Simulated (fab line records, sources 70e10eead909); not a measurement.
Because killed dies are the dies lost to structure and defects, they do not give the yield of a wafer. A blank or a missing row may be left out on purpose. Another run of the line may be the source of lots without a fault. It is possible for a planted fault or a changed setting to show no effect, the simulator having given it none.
fab line records	flow nandHarc
record lots=7	wafers=21	lastDay=25
route steps=1159 shown P_M2@324 END@1159
lots untouched by any fault: they come from a run of this same line in which no faults occurred
startH: start of the lot's first displayed wafer, in hours after the record's first day	waitH: hours from the lot's prior step to this one	" unchanged from the row above	L1.1+2: a row that stands for several wafers	- value missing, or start not given	* or withheld: withheld	< > ~ a bound
route shown NAME@n: names a module that has steps shown in the file, with the first one's number in the route	usual: mean and standard deviation over wafers with no fault	same: alike in all rows	chamber/n: place in a boat	sites: the reading at each site	_std_site: the values' standard deviation	_edge_site: the outer-site mean with the inner-site mean subtracted	radiusMm: for every site, how far away it sits from the centre of the wafer	mask NAME#n: copy n	behind: the most recent tool/chamber to have shaped the wafer	hold: the reason the lot was held/the length of the hold in hours/how it ended	device: whichever transistor did not switch (one of n, p or np)	end of line: tests run on the same wafers once the route is complete	a step without rows: its recipe alone	killed: count of dies lost to structure and defects at first sort (not the wafer's yield)	map: per-die view of a wafer (x killed, . not killed, _ where there is no die)
set.NAME: the setting the step ran with; set.NAME@STEP: the setting that earlier step ran with	model.NAME: the simulator's own value behind a step, which no gauge read
lots at selected steps of the route; one table per step, one row per wafer
services: when a tool's chamber went out of use (startH, in hours from the record's first day, below 0 if earlier), for how many hours, and the reason
## steps
# step NHARC_P_M2_EBR_05
# step NHARC_P_M2_EXPOSE_06
# recipe na=1.35	targetCdNm=170	doseMj=80.78	maskId=P_M2
# step NHARC_P_M2_PEB_07
# recipe pebTempC=100	pebTimeS=65
# step NHARC_P_M2_DEVELOP_08
# recipe developTimeS=35	devTempC=23
# step NHARC_P_M2_CD_MEAS_09
# recipe targetCdNm=170	landingEnergyEv=500
# usual cdNm=170.2/0.63
lot.wafer	tool	chamber	startH	waitH	cdNm
L835.3	cdSem-01	0	126.49	-	169.8
L835.4	"	0	"	"	170.9
L835.5	"	0	"	"	171.0
L836.1	cdSem-02	0	132.26	-	170.8
L836.2	"	0	"	"	171.4
L836.3	"	0	"	"	170.1
L838.2	cdSem-03	0	152.90	-	170.9
L838.3	"	0	"	"	170.8
L838.4	"	0	"	"	170.6
L848.3	cdSem-01	0	221.24	-	170.0
L848.5	"	0	"	"	169.7
L848.6	"	0	"	"	169.3
L850.3	cdSem-03	0	223.51	-	170.3
L850.4	"	0	"	"	170.7
L850.6	"	0	"	"	170.7
L851.3	cdSem-02	0	224.09	-	171.8
L851.5	"	0	"	"	170.8
L851.6	"	0	"	"	171.8
L858.3	cdSem-01	0	270.71	-	169.7
L858.5	"	0	"	"	168.8
L858.6	"	0	"	"	169.5
# step NHARC_P_M2_OVL_MEAS_10
# recipe pitchNm=340
# usual overlayXNm=0.2/0.97	overlayYNm=-0.1/0.73
lot.wafer	tool	chamber	startH	waitH	overlayXNm	overlayYNm
L835.3	overlay-02	-	126.57	-	1.3	0.1
L835.4	"	-	"	"	0.9	-0.4
L835.5	"	-	"	"	0.9	0.1
L836.1	overlay-01	-	132.35	-	0.7	0.3
L836.2	"	-	"	"	1.5	0.4
L836.3	"	-	"	"	1.3	0.5
L838.2	overlay-02	-	152.99	-	-0.8	-0.9
L838.3	"	-	"	"	-0.4	-0.9
L838.4	"	-	"	"	-0.5	-0.7
L848.3	overlay-01	-	221.33	-	1.6	-1.0
L848.5	"	-	"	"	1.2	-1.3
L848.6	"	-	"	"	2.2	-0.4
L850.3	overlay-02	-	223.59	-	1.3	1.0
L850.4	"	-	"	"	1.1	1.2
L850.6	"	-	"	"	1.1	0.9
L851.3	overlay-01	-	224.18	-	-0.3	0.1
L851.5	"	-	"	"	-0.1	0.2
L851.6	"	-	"	"	-0.5	0.7
L858.3	overlay-01	-	270.80	-	0.7	-0.8
L858.5	"	-	"	"	0.0	-0.8
L858.6	"	-	"	"	0.0	-0.3
# step NHARC_P_M2_INSPECT_11
# usual rawDefectCount=3.6/2
lot.wafer	tool	chamber	startH	waitH	rawDefectCount
L835.3	defectInspect-01	-	126.61	0.0	4
L835.4	"	-	"	"	4
L835.5	"	-	"	"	3
L836.1	defectInspect-01	-	132.39	0.0	3
L836.2	"	-	"	"	2
L836.3	"	-	"	"	0
L838.2	defectInspect-02	-	153.02	0.0	3
L838.3	"	-	"	"	4
L838.4	"	-	"	"	8
L848.3	defectInspect-01	-	221.37	0.0	4
L848.5	"	-	"	"	5
L848.6	"	-	"	"	5
L850.3	defectInspect-01	-	223.63	0.0	5
L850.4	"	-	"	"	3
L850.6	"	-	"	"	2
L851.3	defectInspect-02	-	224.21	0.0	4
L851.5	"	-	"	"	2
L851.6	"	-	"	"	1
L858.3	defectInspect-02	-	270.83	0.0	4
L858.5	"	-	"	"	7
L858.6	"	-	"	"	5
# step NHARC_P_M2_DESCUM_14
# recipe timeS=3	o2FlowSccm=200	arFlowSccm=0	biasPowerW=0	chemistry=O2
# usual drypumpMotorCurrentA=5.64/0.28	oesProductAu=1.001/0.01	rfVppV=57.6/0.78	showerheadPlenumPTorr=1.88/0.061	throttleValvePct=11.310/0.0088
lot.wafer	tool	chamber	startH	waitH	drypumpMotorCurrentA	oesProductAu	rfHoursCounterH	rfVppV	showerheadPlenumPTorr	throttleValvePct
L835.4	rieDiel-03	1	126.68	0.1	5.65	0.991	22	58.2	1.95	11.307
L835.3	"	3	"	"	5.72	1.002	28	57.6	1.85	11.310
L835.5	"	1	"	"	5.65	0.993	-	58.1	1.95	11.319
L836.3	rieDiel-03	0	132.45	0.1	5.86	1.002	29	58.1	1.93	11.314
L836.1	"	1	"	"	5.63	0.990	24	57.6	1.94	11.323
L836.2	"	3	"	"	5.73	1.011	30	56.7	1.85	11.304
L838.3	rieDiel-13	3	153.08	0.1	5.80	1.009	1	58.2	1.95	11.313
L838.2	"	1	"	"	5.15	1.002	1	58.2	1.83	11.298
L838.4	"	2	"	"	5.68	1.000	1	56.4	1.89	11.298
L848.3	rieDiel-09	0	221.42	0.1	5.77	0.990	25	58.0	1.82	11.304
L848.6	"	0	"	"	5.77	0.978	-	57.8	1.82	11.307
L848.5	"	1	"	"	5.46	1.001	-	56.2	1.81	11.309
L850.4	rieDiel-13	1	223.69	0.1	5.12	0.994	4	56.7	1.83	11.296
L850.3	"	2	"	"	5.67	1.004	4	56.5	1.89	11.311
L850.6	"	2	"	"	5.67	0.993	-	56.7	1.89	11.306
L851.3	rieDiel-09	2	224.29	0.1	5.99	0.993	25	57.1	1.77	11.306
L851.6	"	2	"	"	5.99	0.996	-	57.1	1.77	11.292
L851.5	"	3	"	"	6.10	1.001	-	57.5	1.95	11.312
L858.3	rieDiel-13	0	270.90	0.1	5.62	1.012	6	57.6	1.92	11.298
L858.5	"	3	"	"	5.78	0.999	-	56.9	1.95	11.314
L858.6	"	0	"	"	5.63	1.009	-	57.4	1.92	11.329
# step NHARC_P_M2_ETCH_35
# recipe targetDepthA=400	overetchA=120	timeS=43.94	ionEnergyEv=200	n2FlowSccm=150	h2FlowSccm=150	arFlowSccm=0	rfW=400	biasW=150	chemistry=N2/H2
# usual drypumpMotorCurrentA=5.66/0.28	oesProductAu=1.001/0.0097	rfVppV=429.6/2	showerheadPlenumPTorr=2.01/0.068	throttleValvePct=14.171/0.0096
lot.wafer	tool	chamber	startH	waitH	drypumpMotorCurrentA	oesProductAu	rfHoursCounterH	rfVppV	showerheadPlenumPTorr	throttleValvePct
L835.3	rieDiel-03	3	126.77	0.1	5.74	1.002	28	429.0	1.97	14.159
L835.4	"	0	"	"	5.92	1.006	26	431.1	2.06	14.172
L835.5	"	2	"	"	5.87	1.002	-	432.8	2.14	14.163
L836.3	rieDiel-03	0	132.55	0.1	5.90	0.996	29	430.2	2.06	14.152
L836.2	"	1	"	"	5.64	0.993	24	432.5	2.07	14.171
L836.1	"	3	"	"	5.72	0.998	30	428.1	1.97	14.180
L838.3	rieDiel-13	1	153.17	0.1	5.12	1.003	1	427.8	1.95	14.164
L838.4	"	2	"	"	5.68	1.018	1	429.4	2.01	14.174
L838.2	"	3	"	"	5.79	1.017	1	431.5	2.08	14.187
L848.3	rieDiel-09	1	221.51	0.1	5.46	1.004	26	427.6	1.93	14.181
L848.6	"	1	"	"	5.48	1.004	-	426.7	1.93	14.171
L848.5	"	2	"	"	6.02	1.008	-	426.3	1.89	14.188
L850.3	rieDiel-13	3	223.77	0.1	5.78	1.000	4	432.0	2.08	14.184
L850.4	"	2	"	"	5.68	1.009	4	430.6	2.01	14.174
L850.6	"	0	"	"	5.63	1.009	-	430.7	2.05	14.180
L851.3	rieDiel-09	3	224.39	0.1	6.08	0.995	24	432.3	2.08	14.166
L851.6	"	1	"	"	5.47	1.006	-	429.0	1.93	14.170
L851.5	"	2	"	"	6.02	0.997	-	427.5	1.89	14.155
L858.3	rieDiel-13	3	270.99	0.1	5.78	0.999	6	429.8	2.08	14.171
L858.6	"	0	"	"	5.62	0.999	-	432.4	2.05	14.180
L858.5	"	1	"	"	5.13	0.968	-	427.7	1.95	14.167
# step NHARC_P_M2_ETCH_15
# recipe targetDepthA=1825	timeS=91.2	c4f8FlowSccm=withheld	arFlowSccm=400	rfW=600	biasW=300	chemistry=C4F8/Ar
# usual oesProductAu=0.947/0.025	rfVppV=440.0/2.1
lot.wafer	tool	chamber	startH	waitH	oesProductAu	rfHoursCounterH	rfVppV
L835.4	rieDiel-03	3	-	-	0.933	28	438.4
L835.3	"	0	"	"	0.915	26	440.9
L835.5	"	3	"	"	0.928	-	438.6
L836.3	rieDiel-03	1	-	-	0.925	24	443.0
L836.1	"	2	"	"	0.925	26	444.2
L836.2	"	0	"	"	0.921	29	440.5
L838.4	rieDiel-13	2	-	-	0.977	1	439.6
L838.3	"	3	"	"	0.963	1	441.8
L838.2	"	0	"	"	0.962	1	441.9
L848.3	rieDiel-09	1	-	-	0.936	26	437.9
L848.6	"	2	"	"	0.925	-	435.1
L848.5	"	3	"	"	0.921	-	442.5
L850.3	rieDiel-13	2	-	-	0.965	4	441.9
L850.4	"	3	"	"	0.982	4	441.8
L850.6	"	1	"	"	0.949	-	437.9
L851.3	rieDiel-09	1	-	-	0.926	26	437.9
L851.5	"	3	"	"	0.917	-	442.2
L851.6	"	0	"	"	0.906	-	438.1
L858.3	rieDiel-13	1	-	-	0.972	6	439.2
L858.6	"	3	"	"	0.962	-	441.3
L858.5	"	0	"	"	0.982	-	440.9
# step NHARC_P_M2_CD_MEAS_16
# usual cdNm=169.9/0.83
lot.wafer	tool	chamber	startH	waitH	cdNm
L835.3	cdSem-01	-	126.98	-	169.0
L835.4	"	-	"	"	170.0
L835.5	"	-	"	"	170.8
L836.1	cdSem-01	-	132.82	-	170.1
L836.2	"	-	"	"	170.8
L836.3	"	-	"	"	169.9
L838.2	cdSem-02	-	153.39	-	170.7
L838.3	"	-	"	"	169.9
L838.4	"	-	"	"	170.4
L848.3	cdSem-01	-	221.76	-	169.1
L848.5	"	-	"	"	169.2
L848.6	"	-	"	"	168.8
L850.3	cdSem-03	-	223.99	-	170.7
L850.4	"	-	"	"	170.7
L850.6	"	-	"	"	170.2
L851.3	cdSem-02	-	224.60	-	171.5
L851.5	"	-	"	"	170.2
L851.6	"	-	"	"	171.1
L858.3	cdSem-02	-	271.20	-	168.3
L858.5	"	-	"	"	166.9
L858.6	"	-	"	"	167.8
# step NHARC_P_M2_STRIP_18
# recipe powerW=1000	n2FlowSccm=150	h2FlowSccm=150	arFlowSccm=0	biasW=0	chemistry=N2/H2
# usual drypumpMotorCurrentA=5.62/0.27	oesProductAu=1.001/0.0097	powerW=1000/3.1	rfVppV=90.4/0.95	showerheadPlenumPTorr=2.01/0.064	throttleValvePct=14.171/0.009
lot.wafer	tool	chamber	startH	waitH	drypumpMotorCurrentA	oesProductAu	powerW	rfHoursCounterH	rfVppV	showerheadPlenumPTorr	throttleValvePct
L835.4	rieDiel-13	1	127.07	0.1	5.13	0.982	1000	1	89.6	1.95	14.175
L835.3	"	3	"	"	5.76	1.004	1001	1	89.8	2.08	14.170
L835.5	"	1	"	"	5.15	0.985	999	-	89.5	1.95	14.166
L836.1	rieDiel-13	1	132.92	0.1	5.16	0.989	999	1	91.1	1.95	14.170
L836.2	"	2	"	"	5.67	0.996	998	1	90.5	2.01	14.168
L836.3	"	3	"	"	5.77	1.004	999	1	89.9	2.08	14.173
L838.3	rieDiel-03	2	153.46	0.1	5.87	0.984	1003	36	91.9	2.14	14.159
L838.4	"	3	"	"	5.73	0.993	995	40	88.4	1.97	14.157
L838.2	"	0	"	"	5.89	0.988	999	38	90.0	2.05	14.172
L848.3	rieDiel-13	3	221.89	0.1	5.78	0.987	995	4	92.2	2.08	14.171
L848.6	"	1	"	"	5.11	0.989	1001	-	90.1	1.95	14.182
L848.5	"	2	"	"	5.69	0.995	1000	-	90.7	2.01	14.184
L850.3	rieDiel-13	1	224.06	0.1	5.13	0.995	996	4	88.2	1.95	14.177
L850.4	"	2	"	"	5.68	1.009	1001	4	90.4	2.01	14.166
L850.6	"	2	"	"	5.67	1.013	1003	-	90.9	2.01	14.158
L851.3	rieDiel-13	2	224.75	0.1	5.67	1.000	1004	4	89.1	2.01	14.156
L851.6	"	3	"	"	5.77	1.003	995	-	89.8	2.08	14.166
L851.5	"	0	"	"	5.64	1.009	1002	-	91.4	2.05	14.165
L858.3	rieDiel-09	0	271.27	0.1	5.75	0.998	997	1	90.7	1.94	14.183
L858.6	"	0	"	"	5.78	0.986	997	-	89.4	1.94	14.173
L858.5	"	1	"	"	5.48	1.014	996	-	90.1	1.93	14.165
# step NHARC_P_M2_ETCH_28
# recipe targetDepthA=300	overEtchFrac=0.3	timeS=72.99	ionEnergyEv=150	cf4FlowSccm=50	n2FlowSccm=100	arFlowSccm=150	rfW=300	biasW=100	chemistry=CF4/N2
# usual drypumpMotorCurrentA=5.64/0.27	oesProductAu=1.000/0.0093	rfVppV=313.6/1.6	showerheadPlenumPTorr=2.59/0.074	throttleValvePct=19.793/0.0091
lot.wafer	tool	chamber	startH	waitH	drypumpMotorCurrentA	oesProductAu	rfHoursCounterH	rfVppV	showerheadPlenumPTorr	throttleValvePct
L835.4	rieDiel-13	0	127.29	-	5.61	1.009	1	314.6	2.64	19.799
L835.3	"	1	"	"	5.17	0.983	1	312.9	2.52	19.789
L835.5	"	1	"	"	5.13	0.983	-	312.5	2.52	19.786
L836.1	rieDiel-13	3	133.14	-	5.78	1.002	1	315.3	2.68	19.791
L836.3	"	0	"	"	5.64	1.014	1	313.3	2.64	19.796
L836.2	"	1	"	"	5.12	0.988	1	312.7	2.52	19.793
L838.2	rieDiel-03	0	153.79	-	5.87	1.001	38	314.1	2.64	19.787
L838.3	"	1	"	"	5.66	0.991	33	316.4	2.66	19.778
L838.4	"	2	"	"	5.87	0.998	36	315.6	2.75	19.778
L848.3	rieDiel-13	2	222.09	-	5.67	0.988	4	315.7	2.59	19.807
L848.5	"	0	"	"	5.64	0.871	-	313.1	2.64	19.775
L848.6	"	1	"	"	5.15	0.991	-	311.9	2.51	19.800
L850.4	rieDiel-13	3	224.32	-	5.79	1.005	4	315.8	2.67	19.800
L850.3	"	0	"	"	5.66	0.876	4	313.8	2.64	19.785
L850.6	"	2	"	"	5.68	0.998	-	313.6	2.59	19.804
L851.3	rieDiel-13	0	224.92	-	5.60	0.869	4	315.4	2.64	19.787
L851.6	"	3	"	"	5.78	0.996	-	315.9	2.67	19.792
L851.5	"	0	"	"	5.64	0.871	-	313.9	2.64	19.801
L858.3	rieDiel-09	3	271.51	-	6.13	1.003	1	313.7	2.67	19.784
L858.5	"	3	"	"	6.11	1.000	-	315.7	2.67	19.776
L858.6	"	0	"	"	5.77	0.997	-	311.6	2.50	19.790
# step NHARC_P_M2_STRIP_19
# recipe timeS=600	tempC=30	chemistry=postEtchResidueRemover
# step NHARC_END_SORT_01
# recipe tempC=25
# usual defectLimitedYield=95.3/1.7	killedAtArray=28/11	killedAtOther=0.5/0.85	killedAtPeriphery=2.7/1.9	killedDies=32/12	killedOpen=3.3/1.6	killedShort=2.1/1.5	sort_bin_2_pct=1.5/0.71	sort_bin_3_pct=0.25/0.23	sort_bin_4_pct=3.0/1.1	sortNPass=645/12	sortRimYieldPct=95/3.1	sortYieldPct=95.3/1.7
# same grossDies=677	sort_bin_5_pct[%]=0	sort_bin_6_pct[%]=0	sort_bin_7_pct[%]=0	sort_bin_8_pct[%]=0	sortRimNGross=106.00
lot.wafer	tool	chamber	startH	waitH	defectLimitedYield[%]	killedAtArray	killedAtOther	killedAtPeriphery	killedDies	killedOpen	killedShort	sort_bin_2_pct[%]	sort_bin_3_pct[%]	sort_bin_4_pct[%]	sortNPass	sortRimYieldPct[%]	sortYieldPct[%]
L835.3	prober-02	0	458.80	3.1	96.2	24	0	2	26	4	4	1.0	0	2.8	651	98	96.2
L835.4	prober-02	0	459.60	3.4	96.5	21	0	3	24	7	4	1.3	0.44	1.8	653	94	96.5
L835.5	prober-02	0	460.41	3.7	96.5	20	0	4	24	5	2	0.9	0.44	2.2	653	97	96.5
L836.1	prober-01	0	464.90	2.5	97.0	19	1	0	20	5	4	1.0	0.15	1.8	657	98	97.0
L836.2	prober-01	0	465.70	2.8	97.8	13	0	2	15	3	2	0.7	0.30	1.2	662	96	97.8
L836.3	prober-01	0	466.50	3.1	97.6	14	0	2	16	2	3	0.4	0.15	1.8	661	96	97.6
L838.2	prober-01	0	481.33	2.8	96.5	20	0	4	24	3	0	0.4	0.15	3.0	653	92	96.5
L838.3	prober-01	0	482.13	3.1	96.2	25	0	1	26	3	2	1.0	0.15	2.7	651	93	96.2
L838.4	prober-01	0	482.93	3.4	95.7	23	1	5	29	4	4	0.7	0.44	3.1	648	94	95.7
L851.3	prober-02	0	549.96	3.1	95.3	31	0	1	32	4	1	1.2	0.30	3.2	645	92	95.3
L851.5	prober-02	0	551.55	3.7	94.5	35	0	2	37	3	2	1.9	0.15	3.4	640	93	94.5
L851.6	prober-02	0	552.35	4.0	96.5	22	0	2	24	1	1	1.0	0.30	2.2	653	94	96.5
L848.3	prober-01	0	550.01	3.1	92.8	43	2	4	49	5	3	1.5	0.74	5.0	628	95	92.8
L848.5	prober-01	0	551.61	3.7	95.9	25	1	2	28	1	1	1.3	0.30	2.5	649	93	95.9
L848.6	prober-01	0	552.41	4.0	94.5	34	1	2	37	1	2	2.4	0.30	2.8	640	89	94.5
L850.3	prober-01	0	557.85	3.1	97.9	10	0	4	14	1	0	0.4	0.30	1.3	663	97	97.9
L850.4	prober-01	0	558.64	3.4	97.3	15	0	3	18	4	2	0.4	0.15	2.1	659	99	97.3
L850.6	prober-01	0	560.24	4.0	97.0	19	1	0	20	3	3	1.5	0	1.5	657	98	97.0
L858.3	prober-01	0	588.86	3.1	94.8	35	0	0	35	5	1	1.3	0.59	3.2	642	98	94.8
L858.5	prober-01	0	590.47	3.7	93.6	34	0	9	43	5	6	2.2	0.89	3.2	634	93	93.6
L858.6	prober-01	0	591.27	4.0	91.9	51	0	4	55	6	4	3.5	0.30	4.3	622	93	91.9
# killed by level:class
L835.3 A_CONTACT:chamberFilmFlake=5 A_WL_FILL:chamberFilmFlake=3 A_M1:chamberFilmFlake=3 P_CONTACT:geometricParticle:short=2 A_CONTACT:geometricParticle:open=2 A_CHANNEL_HOLE_D1:chamberFilmFlake=2 A_STAIRCASE:chamberFilmFlake=2 A_SLIT:chamberFilmFlake=2
L835.4 A_WL_FILL:chamberFilmFlake=5 A_CHANNEL_HOLE_D1:chamberFilmFlake=4 A_ONON_D1:geometricParticle:short=2 A_ONON_D1:geometricParticle:open=2 A_CONTACT:geometricParticle:open=2 A_M0:geometricParticle:short=2 P_M0:geometricParticle:open=1 A_CHANNEL_FILL_D1:geometricParticle:open=1
L835.5 A_STAIRCASE:chamberFilmFlake=3 A_WL_FILL:chamberFilmFlake=3 A_CONTACT:chamberFilmFlake=3 A_ONON_D1:geometricParticle:open=2 A_WL_FILL:geometricParticle:open=2 P_STI:chamberFilmFlake=2 A_CHANNEL_HOLE_D1:chamberFilmFlake=2 A_M1:chamberFilmFlake=2
L836.1 A_SLIT:chamberFilmFlake=8 A_WL_FILL:geometricParticle:open=2 A_WL_FILL:geometricParticle:short=2 A_CONTACT:chamberFilmFlake=2 A_ONON_D1:geometricParticle:open=1 A_STAIRCASE:geometricParticle:open=1 A_SGD_CUT:geometricParticle:short=1 A_CONTACT:geometricParticle:open=1
L836.2 A_SLIT:chamberFilmFlake=7 A_CONTACT:chamberFilmFlake=2 P_CONTACT:geometricParticle:open=1 P_CONTACT:geometricParticle:short=1 A_ONON_D1:geometricParticle:open=1 A_WL_FILL:geometricParticle:short=1 A_M0:geometricParticle:open=1 A_WL_FILL:chamberFilmFlake=1
L836.3 A_SLIT:chamberFilmFlake=6 A_CONTACT:chamberFilmFlake=2 P_CONTACT:geometricParticle:short=1 P_M0:geometricParticle:short=1 A_WL_FILL:geometricParticle:short=1 A_CONTACT:geometricParticle:open=1 A_M0:geometricParticle:open=1 A_ZERO_WELL:chamberFilmFlake=1
L838.2 A_CHANNEL_HOLE_D1:chamberFilmFlake=10 A_BLC:chamberFilmFlake=5 P_M0:chamberFilmFlake=2 A_CONTACT:chamberFilmFlake=2 P_GATE:geometricParticle:open=1 A_CHANNEL_FILL_D1:geometricParticle:open=1 A_BLC:geometricParticle:open=1 P_STI:chamberFilmFlake=1
L838.3 A_CHANNEL_HOLE_D1:chamberFilmFlake=15 A_BLC:chamberFilmFlake=4 P_M2:geometricParticle:open=1 A_CHANNEL_HOLE_D1:geometricParticle:open=1 A_CHANNEL_FILL_D1:geometricParticle:open=1 A_WL_FILL:geometricParticle:short=1 A_CONTACT:geometricParticle:short=1 A_STAIRCASE:chamberFilmFlake=1
L838.4 A_CHANNEL_HOLE_D1:chamberFilmFlake=10 A_CONTACT:chamberFilmFlake=5 A_CONTACT:geometricParticle:open=3 P_CONTACT:geometricParticle:short=2 A_BLC:chamberFilmFlake=2 A_ONON_D1:geometricParticle:open=1 A_WL_FILL:geometricParticle:short=1 A_CONTACT:geometricParticle:short=1
L851.3 A_CHANNEL_HOLE_D1:chamberFilmFlake=12 A_ZERO_WELL:chamberFilmFlake=5 A_STAIRCASE:chamberFilmFlake=3 A_CONTACT:chamberFilmFlake=3 A_CHANNEL_FILL_D1:geometricParticle:open=2 A_WL_FILL:chamberFilmFlake=2 A_CHANNEL_FILL_D1:geometricParticle:short=1 A_CONTACT:geometricParticle:open=1
L848.3 A_CHANNEL_HOLE_D1:chamberFilmFlake=19 A_SLIT:chamberFilmFlake=14 A_CONTACT:chamberFilmFlake=3 P_ZERO_WELL:chamberFilmFlake=2 P_CONTACT:geometricParticle:open=1 A_ONON_D1:geometricParticle:open=1 A_ONON_D1:geometricParticle:short=1 A_STAIRCASE:geometricParticle:open=1
L851.5 A_CHANNEL_HOLE_D1:chamberFilmFlake=21 A_ZERO_WELL:chamberFilmFlake=3 A_STAIRCASE:chamberFilmFlake=2 A_WL_FILL:chamberFilmFlake=2 A_CONTACT:chamberFilmFlake=2 P_M2:geometricParticle:open=1 A_CHANNEL_FILL_D1:geometricParticle:open=1 A_CHANNEL_FILL_D1:geometricParticle:short=1
L848.5 A_CHANNEL_HOLE_D1:chamberFilmFlake=13 A_SLIT:chamberFilmFlake=9 A_ONON_D1:geometricParticle:open=1 A_M0:geometricParticle:short=1 P_ZERO_WELL:chamberFilmFlake=1 P_STI:chamberFilmFlake=1 A_BONDPAD:chamberFilmFlake=1 THIN_TSV:chamberFilmFlake=1
L851.6 A_CHANNEL_HOLE_D1:chamberFilmFlake=11 A_STAIRCASE:chamberFilmFlake=4 A_CONTACT:chamberFilmFlake=3 A_ZERO_WELL:chamberFilmFlake=2 P_M0:geometricParticle:open=1 A_WL_FILL:geometricParticle:short=1 P_M1:chamberFilmFlake=1 A_WL_FILL:chamberFilmFlake=1
L848.6 A_CHANNEL_HOLE_D1:chamberFilmFlake=18 A_SLIT:chamberFilmFlake=9 A_STAIRCASE:chamberFilmFlake=4 A_ONON_D1:geometricParticle:short=1 A_CONTACT:geometricParticle:open=1 STARTING-WAFER:geometricParticle:short=1 P_ZERO_WELL:chamberFilmFlake=1 P_CONTACT:chamberFilmFlake=1
L850.3 A_STAIRCASE:chamberFilmFlake=5 A_CHANNEL_HOLE_D1:chamberFilmFlake=2 P_M0:geometricParticle:open=1 P_ZERO_WELL:chamberFilmFlake=1 P_STI:chamberFilmFlake=1 P_GATE:chamberFilmFlake=1 A_ZERO_WELL:chamberFilmFlake=1 A_CHANNEL_FILL_D1:chamberFilmFlake=1
L850.4 A_STAIRCASE:chamberFilmFlake=5 A_CHANNEL_HOLE_D1:chamberFilmFlake=4 A_CONTACT:chamberFilmFlake=2 P_CONTACT:geometricParticle:short=1 P_CONTACT:geometricParticle:open=1 P_M0:geometricParticle:open=1 A_SOURCE_PLATE:geometricParticle:open=1 A_ONON_D1:geometricParticle:short=1
L850.6 A_CHANNEL_HOLE_D1:chamberFilmFlake=4 A_STAIRCASE:chamberFilmFlake=4 A_CONTACT:chamberFilmFlake=3 A_CHANNEL_FILL_D1:geometricParticle:short=1 A_SGD_CUT:geometricParticle:open=1 A_WL_FILL:geometricParticle:short=1 A_CONTACT:geometricParticle:open=1 A_M0:geometricParticle:open=1
L858.3 A_SLIT:chamberFilmFlake=20 A_CHANNEL_FILL_D1:geometricParticle:open=4 A_CONTACT:chamberFilmFlake=4 A_CHANNEL_HOLE_D1:chamberFilmFlake=2 A_WL_FILL:geometricParticle:short=1 A_CONTACT:geometricParticle:open=1 A_CHANNEL_FILL_D1:chamberFilmFlake=1 A_STAIRCASE:chamberFilmFlake=1
L858.5 A_SLIT:chamberFilmFlake=17 A_STAIRCASE:chamberFilmFlake=5 P_CONTACT:chamberFilmFlake=4 A_CHANNEL_FILL_D1:geometricParticle:short=2 P_ZERO_WELL:chamberFilmFlake=2 A_ZERO_WELL:chamberFilmFlake=2 A_CONTACT:chamberFilmFlake=2 P_GATE:geometricParticle:short=1
L858.6 A_SLIT:chamberFilmFlake=31 A_CONTACT:chamberFilmFlake=7 A_CONTACT:geometricParticle:open=2 A_STAIRCASE:chamberFilmFlake=2 P_CONTACT:geometricParticle:open=1 P_M1:geometricParticle:short=1 A_ONON_D1:geometricParticle:open=1 A_CHANNEL_HOLE_D1:geometricParticle:open=1
## services
tool	chamber	startH	hours	kind
rieDiel-13	0	108.00	-	clean
rieDiel-13	1	108.00	-	clean
rieDiel-13	2	108.00	-	clean
rieDiel-13	3	108.00	-	clean
rieDiel-03	2	122.14	2.1	repair
rieDiel-13	0	132.50	-	clean
rieDiel-13	1	132.50	-	clean
rieDiel-13	2	132.50	-	clean
rieDiel-13	3	132.50	-	clean
rieDiel-13	0	157.00	-	clean
rieDiel-13	1	157.00	-	clean
rieDiel-13	2	157.00	-	clean
rieDiel-13	3	157.00	-	clean
rieDiel-13	0	181.50	-	clean
rieDiel-13	1	181.50	-	clean
rieDiel-13	2	181.50	-	clean
rieDiel-13	3	181.50	-	clean
rieDiel-09	-	207.42	1.3	repair
rieDiel-03	-	215.40	9.0	pm
rieDiel-03	2	233.58	4.2	repair
rieDiel-09	0	247.57	4.4	repair
rieDiel-09	-	254.40	9.0	pm
rieDiel-03	0	259.93	7.7	repair
rieDiel-03	1	267.17	12.7	repair
## key
firstSign step=NHARC_P_M2_ETCH_28	reading=oesProductAu	direction=down	sigmas=14	usual=1.000	struck=0.872
effect none on later readings
metAt NHARC_P_M2_ETCH_28
struckWafers L848.5,L850.3,L851.3,L851.5
onsetBetween 133.14 222.09
fault kind=processParameterDrift	tool=rieDiel-13	chamber=0	onsetH=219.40	steps=NHARC_P_M2_ETCH_28	channel=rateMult	offset=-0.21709	shape=step	endH=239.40
